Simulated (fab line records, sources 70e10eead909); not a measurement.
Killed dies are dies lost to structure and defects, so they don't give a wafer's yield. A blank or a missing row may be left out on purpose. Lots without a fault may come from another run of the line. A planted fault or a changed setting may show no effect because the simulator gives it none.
Chamber matching | flow nand_harc | NHARC_P_STI_ETCH_15 on rie_si-05: 4 sister chambers
The step etches the open film in HBr/Cl2, target depth 300 nm, time 100.1 s. 14 wafers are shown with their chamber, then 7 later ones without.

WAFERS WITH THEIR CHAMBER
wafer  | chamber | drypump_motor_current_A (A) | oes_product_au (a.u.) | throttle_valve_pct (%)
L074.1 | 3       | 6.5                         | 0.996                 | 26.395
L074.3 | 1       | 5.1                         | 0.985                 | 26.406
L074.5 | 2       | 5.9                         | 1.024                 | 26.417
L075.1 | 3       | 6.5                         | 0.989                 | 26.415
L075.3 | 2       | 5.9                         | 1.028                 | 26.401
L075.4 | 0       | 5.9                         | 0.989                 | 26.400
L086.2 | 3       | 6.6                         | 0.992                 | 26.412
L086.5 | 3       | 6.6                         | 0.989                 | 26.418
L086.6 | 2       | 5.9                         | 1.008                 | 26.393
L090.2 | 1       | 5.1                         | 0.993                 | 26.408
L090.3 | 2       | 6.0                         | 1.011                 | 26.414
L090.6 | 2       | 6.0                         | 1.008                 | 26.418
L091.1 | 1       | 5.1                         | 0.998                 | 26.424
L091.4 | 0       | 5.9                         | 1.019                 | 26.402

SIGNATURES (means of the wafers above)
reading                 | chamber 0 | chamber 1 | chamber 2 | chamber 3 | scatter within a chamber
drypump_motor_current_A | 5.900     | 5.100     | 5.940     | 6.550     | 0.0469
oes_product_au          | 1.00400   | 0.99200   | 1.01580   | 0.99150   | 0.00964
throttle_valve_pct      | 26.40100  | 26.41267  | 26.40860  | 26.41000  | 0.01
Rule: a wafer's distance from a chamber is the root of the sum, over the readings, of the square of ((its reading less the chamber's mean) divided by the reading's scatter). The wafer belongs to the nearest chamber; if the next one is less than 2 further off, it can't be placed. The scatter: the root of (the sum of the squares of (reading less its chamber's mean) over the shown wafers, divided by (wafers less chambers)).

WAFERS WITHOUT THEIR CHAMBER
wafer  | drypump_motor_current_A (A) | oes_product_au (a.u.) | throttle_valve_pct (%)
L091.6 | 5.1                         | 1.003                 | 26.404
L092.3 | 5.9                         | 1.007                 | 26.409
L092.4 | 5.9                         | 1.023                 | 26.403
L092.5 | 6.6                         | 0.996                 | 26.403
L093.2 | 5.1                         | 0.999                 | 26.399
L093.3 | 6.6                         | 1.009                 | 26.401
L093.4 | 5.9                         | 1.018                 | 26.404

WHICH CHAMBER EACH WENT THROUGH
wafer  | from the rows above     | in truth
L091.6 | 1                       | 1
L092.3 | can't be placed: 0 or 2 | 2
L092.4 | can't be placed: 2 or 0 | 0
L092.5 | 3                       | 3
L093.2 | 1                       | 1
L093.3 | 3                       | 3
L093.4 | can't be placed: 2 or 0 | 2
Placed correctly: 4 of 7. Can't be placed from these rows: 3 (the true chamber is among the candidates in 3). Placed wrongly: 0.
